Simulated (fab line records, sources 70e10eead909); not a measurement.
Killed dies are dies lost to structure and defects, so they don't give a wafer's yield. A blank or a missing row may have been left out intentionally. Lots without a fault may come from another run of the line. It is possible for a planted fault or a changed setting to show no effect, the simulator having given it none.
fab line records	flow nand_harc
[record] lots = 5	wafers = 15	last_day = 33
route steps=1302 shown A_STAIRCASE@694 END@1302
lots that met no fault: taken from a fault-free run of the same line
start_h: hours from the record's opening day to when the first of the lot's shown wafers began	wait_h: time in hours since the lot's previous step	" unchanged from the row above	L1.1+2: a single row standing in for several wafers	- no value, or no start given	* or withheld: withheld	< > ~ a bound
route shown NAME@n: names a module that has steps shown in the file, with the first one's number in the route	usual: average and standard deviation across the fault-free wafers	same: alike in all rows	chamber/n: place in a boat	sites: the reading at each site	_std_site: the standard deviation of these	_edge_site: inner sites' mean taken away from outer sites' mean	radius_mm: how far each site lies from the wafer's centre	mask NAME#n: copy n	behind: tool/chamber where the wafer was last shaped	hold: why the lot was held/for how many hours/how that ended	device: the n, p or np transistor that did not switch	end of line: tests run on the same wafers once the route is complete	step lacking rows: just its recipe	killed: at the first sort, the dies lost to defects and structure; wafer yield is something else	map: dies across one wafer; x = killed, . = not, _ = none there
set.NAME: setting as actually run; set.NAME@STEP: the setting as run at that earlier step	model.NAME: the simulator's own value behind a step, which no gauge read
lots seen at some steps along the route; tables by step, rows by wafer
services: a tool's chamber out of use, with start hour (start_h, from the record's first day; less than 0 if before it), hours out, and reason
[[steps]]
[step NHARC_A_STAIRCASE_EBR_180]
[step NHARC_A_STAIRCASE_EXPOSE_181]
[recipe] na = 0.5	dose_mj = 27.87	mask_id = STAIR_2
[step NHARC_A_STAIRCASE_PEB_182]
[recipe] peb_temp_c = 115	peb_time_s = 130
[step NHARC_A_STAIRCASE_DEVELOP_183]
[recipe] time_s = 140
[step NHARC_A_STAIRCASE_HARDBAKE_185]
[recipe] temp_c = 120	time_s = 140
[step NHARC_A_STAIRCASE_DESCUM_186]
[recipe] time_s = 3	o2_flow_sccm = 200	ar_flow_sccm = 0	bias_power_w = 0	chemistry = O2
[usual] drypump_motor_current_A = 5.8/0.5	oes_product_au = 1.000/0.013	rf_vpp_V = 57.6/0.92	showerhead_plenum_p_Torr = 1.87/0.088	throttle_valve_pct = 11.310/0.0092
[same] time_s = 3
lot.wafer	tool	chamber	start_h	wait_h	drypump_motor_current_A	oes_product_au	rf_hours_counter_h	rf_vpp_V	showerhead_plenum_p_Torr	throttle_valve_pct
L262.1	rie_diel-04	0	406.71	-	5.4	0.985	12	56.4	1.79	11.316
L262.6	"	3	"	"	6.6	1.028	-	58.0	1.97	11.317
L262.5	"	0	"	"	5.3	0.990	-	57.0	1.79	11.326
L263.1	rie_diel-10	0	406.90	-	6.1	1.000	51	57.2	1.78	11.304
L263.3	"	1	"	"	5.2	1.015	48	58.4	1.98	11.318
L263.6	"	3	"	"	6.0	0.985	-	58.1	1.91	11.310
L270.1	rie_diel-10	3	498.96	-	6.1	1.000	22	58.3	1.90	11.312
L270.2	"	0	"	"	6.1	0.994	22	57.2	1.77	11.304
L270.5	"	1	"	"	5.2	0.993	-	58.5	1.97	11.297
L276.1	rie_diel-10	3	546.95	-	6.1	0.997	45	59.5	1.89	11.309
L276.4	"	0	"	"	6.2	0.990	-	57.6	1.77	11.312
L276.5	"	1	"	"	5.2	0.991	-	58.4	1.97	11.317
L280.2	rie_diel-04	3	587.18	-	6.6	1.014	16	57.3	1.95	11.310
L280.4	"	1	"	"	6.6	1.010	16	57.2	1.94	11.325
L280.5	"	3	"	"	6.6	1.008	-	58.3	1.95	11.312
[step NHARC_A_STAIRCASE_TRIM_187]
[recipe] time_s = 211.2	o2_flow_sccm = 500	ar_flow_sccm = 0	bias_w = 0	chemistry = O2
[step NHARC_A_STAIRCASE_ETCH_188]
[recipe] target_depth_a = 1000	time_s = 40.5	ion_energy_ev = 400	c4f8_flow_sccm = 20	o2_flow_sccm = 10	ar_flow_sccm = withheld	rf_w = 600	bias_w = 1000	chemistry = C4F8/O2
[usual] oes_product_au = 0.946/0.015	rf_vpp_V = 893/5.6
[same] time_s = 40.5
lot.wafer	tool	chamber	start_h	wait_h	oes_product_au	rf_hours_counter_h	rf_vpp_V
L262.1	rie_diel-04	1	-	-	0.949	13	900
L262.5	"	0	"	"	0.931	-	888
L262.6	"	1	"	"	0.949	-	899
L263.3	rie_diel-10	1	-	-	0.968	48	901
L263.1	"	2	"	"	0.955	49	888
L263.6	"	3	"	"	0.928	-	896
L270.1	rie_diel-10	2	-	-	0.954	22	887
L270.2	"	0	"	"	0.953	22	886
L270.5	"	3	"	"	0.948	-	895
L276.1	rie_diel-10	0	-	-	0.920	46	887
L276.4	"	3	"	"	0.932	-	896
L276.5	"	0	"	"	0.935	-	886
L280.2	rie_diel-04	0	-	-	0.922	17	886
L280.4	"	1	"	"	0.955	16	901
L280.5	"	3	"	"	0.950	-	901
[step NHARC_A_STAIRCASE_TRIM_189]
[recipe] time_s = 211.2	o2_flow_sccm = 500	ar_flow_sccm = 0	bias_w = 0	chemistry = O2
[usual] drypump_motor_current_A = 5.9/0.48	oes_product_au = 1.001/0.014	rf_vpp_V = 57.5/0.93	showerhead_plenum_p_Torr = 3.46/0.15	throttle_valve_pct = 17.037/0.0095
[same] time_s = 211.2
lot.wafer	tool	chamber	start_h	wait_h	drypump_motor_current_A	oes_product_au	rf_hours_counter_h	rf_vpp_V	showerhead_plenum_p_Torr	throttle_valve_pct
L262.1	rie_diel-04	0	-	-	5.4	0.989	12	57.7	3.32	17.026
L262.6	"	2	"	"	5.8	1.013	-	57.4	3.32	17.047
L262.5	"	3	"	"	6.6	1.015	-	58.5	3.62	17.050
L263.3	rie_diel-10	2	-	-	5.6	1.004	49	56.3	3.30	17.016
L263.1	"	1	"	"	5.2	0.989	48	58.5	3.65	17.040
L263.6	"	2	"	"	5.6	0.991	-	56.5	3.30	17.036
L270.2	rie_diel-10	0	-	-	6.2	0.992	22	57.6	3.29	17.022
L270.1	"	2	"	"	5.6	1.013	22	58.6	3.28	17.046
L270.5	"	0	"	"	6.2	0.992	-	55.4	3.29	17.043
L276.1	rie_diel-10	3	-	-	6.1	0.990	45	58.9	3.49	17.036
L276.5	"	3	"	"	6.1	0.995	-	58.1	3.49	17.036
L276.4	"	0	"	"	6.1	0.984	-	57.3	3.28	17.031
L280.2	rie_diel-04	2	-	-	5.7	1.010	16	57.5	3.29	17.033
L280.4	"	3	"	"	6.6	1.015	16	58.1	3.59	17.047
L280.5	"	1	"	"	6.6	1.012	-	58.3	3.58	17.046
[step NHARC_A_STAIRCASE_ETCH_190]
[recipe] target_depth_a = 1000	time_s = 40.5	ion_energy_ev = 400	c4f8_flow_sccm = 20	o2_flow_sccm = 10	ar_flow_sccm = withheld	rf_w = 600	bias_w = 1000	chemistry = C4F8/O2
[usual] oes_product_au = 0.946/0.015	rf_vpp_V = 893/5.5
[same] time_s = 40.5
lot.wafer	tool	chamber	start_h	wait_h	oes_product_au	rf_hours_counter_h	rf_vpp_V
L262.1	rie_diel-04	1	-	-	0.944	13	900
L262.5	"	3	"	"	0.946	-	899
L262.6	"	0	"	"	0.930	-	889
L263.3	rie_diel-10	3	-	-	0.934	50	895
L263.1	"	1	"	"	0.963	48	901
L263.6	"	3	"	"	0.923	-	896
L270.1	rie_diel-10	3	-	-	0.948	22	895
L270.2	"	0	"	"	0.940	22	887
L270.5	"	3	"	"	0.950	-	894
L276.1	rie_diel-10	3	-	-	0.932	46	894
L276.4	"	3	"	"	0.936	-	895
L276.5	"	0	"	"	0.930	-	887
L280.4	rie_diel-04	1	-	-	0.958	17	898
L280.2	"	2	"	"	0.950	16	888
L280.5	"	0	"	"	0.937	-	887
[step NHARC_A_STAIRCASE_TRIM_191]
[recipe] time_s = 211.2	o2_flow_sccm = 500	ar_flow_sccm = 0	bias_w = 0	chemistry = O2
[step NHARC_A_STAIRCASE_ETCH_192]
[recipe] target_depth_a = 1000	time_s = 40.5	ion_energy_ev = 400	c4f8_flow_sccm = 20	o2_flow_sccm = 10	ar_flow_sccm = withheld	rf_w = 600	bias_w = 1000	chemistry = C4F8/O2
[usual] oes_product_au = 0.942/0.014	rf_vpp_V = 894/5.7
[same] time_s = 40.5
lot.wafer	tool	chamber	start_h	wait_h	oes_product_au	rf_hours_counter_h	rf_vpp_V
L262.1	rie_diel-04	3	407.44	-	0.953	11	899
L262.5	"	2	"	"	0.955	-	888
L262.6	"	3	"	"	0.964	-	899
L263.3	rie_diel-10	2	407.60	-	0.949	49	888
L263.1	"	3	"	"	0.937	50	895
L263.6	"	0	"	"	0.953	-	888
L270.1	rie_diel-10	1	499.65	-	0.941	21	900
L270.2	"	2	"	"	0.951	22	888
L270.5	"	2	"	"	0.950	-	885
L276.1	rie_diel-10	3	547.78	-	1.106	46	896
L276.4	"	1	"	"	0.934	-	898
L276.5	"	3	"	"	1.114	-	895
L280.2	rie_diel-04	0	587.94	-	0.926	17	886
L280.4	"	1	"	"	0.930	17	898
L280.5	"	0	"	"	0.930	-	886
[step NHARC_A_STAIRCASE_TRIM_193]
[recipe] time_s = 211.2	o2_flow_sccm = 500	ar_flow_sccm = 0	bias_w = 0	chemistry = O2
[usual] drypump_motor_current_A = 5.9/0.49	oes_product_au = 1.000/0.014	rf_vpp_V = 57.7/0.83	showerhead_plenum_p_Torr = 3.46/0.15	throttle_valve_pct = 17.036/0.01
[same] time_s = 211.2
lot.wafer	tool	chamber	start_h	wait_h	drypump_motor_current_A	oes_product_au	rf_hours_counter_h	rf_vpp_V	showerhead_plenum_p_Torr	throttle_valve_pct
L263.3	rie_diel-10	2	-	-	5.5	0.986	49	57.8	3.30	17.015
L263.1	"	0	"	"	6.1	0.991	51	56.8	3.30	17.033
L263.6	"	3	"	"	6.1	0.973	-	58.7	3.52	17.029
L262.1	rie_diel-04	1	-	-	6.6	1.003	15	57.6	3.61	17.029
L262.5	"	0	"	"	5.4	1.002	-	56.9	3.32	17.019
L262.6	"	1	"	"	6.6	1.001	-	58.1	3.61	17.026
L270.1	rie_diel-10	1	-	-	5.2	0.998	21	57.5	3.63	17.037
L270.2	"	3	"	"	6.1	1.003	22	56.6	3.50	17.052
L270.5	"	0	"	"	6.1	1.008	-	57.2	3.29	17.045
L276.1	rie_diel-10	3	-	-	6.1	0.995	46	57.1	3.49	17.032
L276.5	"	0	"	"	6.2	0.987	-	56.0	3.28	17.034
L276.4	"	1	"	"	5.2	0.995	-	58.0	3.62	17.039
L280.4	rie_diel-04	2	-	-	5.7	0.993	16	56.2	3.29	17.025
L280.2	"	1	"	"	6.6	1.008	17	57.6	3.58	17.033
L280.5	"	2	"	"	5.7	1.002	-	57.3	3.29	17.038
[step NHARC_END_SORT_01]
[recipe] temp_c = 25
[usual] killed_at_array = 52/17	killed_at_other = 1.2/1.4	killed_at_periphery = 4.7/2.9	killed_dies = 58/17	killed_open = 3.2/1.9	killed_short = 2.4/1.4
[same] gross_dies = 677
lot.wafer	tool	chamber	start_h	wait_h	killed_at_array	killed_at_other	killed_at_periphery	killed_dies	killed_open	killed_short
L276.1	prober-01	0	762.05	2.5	674	1	2	677	5	2
L276.5	prober-01	0	765.27	3.7	668	4	5	677	3	1
// killed by level:class
L276.1 A_STAIRCASE:area_etch=630 A_SLIT:chamber_film_flake=17 A_CHANNEL_HOLE_D2:chamber_film_flake=6 A_STAIRCASE:chamber_film_flake=6 A_CHANNEL_HOLE_D1:chamber_film_flake=5 A_BLC:geometric_particle:open=2 A_CHANNEL_FILL_D1:chamber_film_flake=2 A_CONTACT:chamber_film_flake=2
L276.5 A_STAIRCASE:area_etch=610 A_SLIT:chamber_film_flake=28 A_CHANNEL_HOLE_D2:chamber_film_flake=14 A_CHANNEL_HOLE_D1:chamber_film_flake=8 A_STAIRCASE:chamber_film_flake=4 THIN_TSV:chamber_film_flake=3 P_BONDPAD:chamber_film_flake=2 P_M0:geometric_particle:open=1
// map L276.1 (x killed, . not)
____________x____________
_________xxxxxxx_________
_______xxxxxxxxxxx_______
______xxxxxxxxxxxxx______
_____xxxxxxxxxxxxxxx_____
____xxxxxxxxxxxxxxxxx____
____xxxxxxxxxxxxxxxxx____
___xxxxxxxxxxxxxxxxxxx___
___xxxxxxxxxxxxxxxxxxx___
__xxxxxxxxxxxxxxxxxxxxx__
__xxxxxxxxxxxxxxxxxxxxx__
_xxxxxxxxxxxxxxxxxxxxxxx_
_xxxxxxxxxxxxxxxxxxxxxxx_
_xxxxxxxxxxxxxxxxxxxxxxx_
_xxxxxxxxxxxxxxxxxxxxxxx_
_xxxxxxxxxxxxxxxxxxxxxxx_
xxxxxxxxxxxxxxxxxxxxxxxxx
xxxxxxxxxxxxxxxxxxxxxxxxx
xxxxxxxxxxxxxxxxxxxxxxxxx
xxxxxxxxxxxxxxxxxxxxxxxxx
xxxxxxxxxxxxxxxxxxxxxxxxx
_xxxxxxxxxxxxxxxxxxxxxxx_
_xxxxxxxxxxxxxxxxxxxxxxx_
_xxxxxxxxxxxxxxxxxxxxxxx_
_xxxxxxxxxxxxxxxxxxxxxxx_
_xxxxxxxxxxxxxxxxxxxxxxx_
__xxxxxxxxxxxxxxxxxxxxx__
__xxxxxxxxxxxxxxxxxxxxx__
___xxxxxxxxxxxxxxxxxxx___
___xxxxxxxxxxxxxxxxxxx___
____xxxxxxxxxxxxxxxxx____
____xxxxxxxxxxxxxxxxx____
_____xxxxxxxxxxxxxxx_____
______xxxxxxxxxxxxx______
_______xxxxxxxxxxx_______
_________xxxxxxx_________
____________x____________
// map L263.1 (x killed, . not)
____________.____________
_________......._________
_______..........._______
______x.x..........______
_____xx............._____
____...x.........x...____
____xxx.x.x..........____
___x.x.xx.............___
___xxxx...............___
__xxxxx.x........x.....__
__.xxxx................__
_..x.x.................._
_....x........x........._
_..........x............_
_......................._
_......................._
x..............x.........
................x........
.........................
.........................
.........................
_..............x........_
_...x..........x........_
_..x..x................._
_.x....................._
_..x..x.x..............._
__..x...x..............__
__.....................__
___...xxx.............___
___.............x.....___
____.................____
____.............x...____
_____..x.......xx.x._____
______......x...x..______
_______.x........x_______
_________...xx.._________
____________.____________
[[services]]
tool	chamber	start_h	hours	kind
rie_diel-04	2	384.20	2.6	repair
rie_diel-10	0	401.69	-	clean
rie_diel-10	1	401.69	-	clean
rie_diel-10	2	401.69	-	clean
rie_diel-10	3	401.69	-	clean
rie_diel-10	-	421.86	9.0	pm
rie_diel-10	0	421.86	9.0	vent_cycle
rie_diel-10	1	421.86	9.0	vent_cycle
rie_diel-10	2	421.86	9.0	vent_cycle
rie_diel-10	3	421.86	9.0	vent_cycle
rie_diel-10	0	430.86	-	clean
rie_diel-10	1	430.86	-	clean
rie_diel-10	2	430.86	-	clean
rie_diel-10	2	430.86	-	consumable_replace:esc
rie_diel-10	2	430.86	-	consumable_replace:focus_ring
rie_diel-10	3	430.86	-	clean
rie_diel-10	0	455.36	-	clean
rie_diel-10	1	455.36	-	clean
rie_diel-10	2	455.36	-	clean
rie_diel-10	3	455.36	-	clean
rie_diel-10	1	482.68	6.5	repair
rie_diel-04	3	494.50	4.0	repair
rie_diel-04	-	532.68	9.0	pm
rie_diel-10	2	543.91	4.8	repair
[[key]]
[first_sign] step = NHARC_A_STAIRCASE_ETCH_192	reading = oes_product_au	direction = up	sigmas = 12	usual = 0.942	struck = 1.110
[effect] step = NHARC_END_SORT_01	reading = killed_at_array	direction = up	sigmas = 37	usual = 52	struck = 671
[more_kills_born_at] NHARC_A_STAIRCASE_ETCH_192@rie_diel-10 = 1240
met_at NHARC_A_STAIRCASE_ETCH_192
struck_wafers L276.1,L276.5
later_rows_left_out L276.1,L276.5
tester_left_out L276
onset_between 499.65 547.78
[fault] kind = process_parameter_drift	tool = rie_diel-10	chamber = -	onset_h = 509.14	steps = NHARC_A_STAIRCASE_ETCH_192	channel = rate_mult	offset = 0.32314	shape = step	end_h = 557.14	scope = struck_wafers_only
// tester_left_out: of these lots the tester's yield and bins aren't shown, on N5 and GAA mostly nor the transistor test; their killed dies are dies lost to structure and defects alone, not to doping, threshold or leakage, so they don't give the yield
// later_rows_left_out: the simulator's readings of these wafers behind a module that went badly wrong aren't trusted and aren't shown, but for the sort
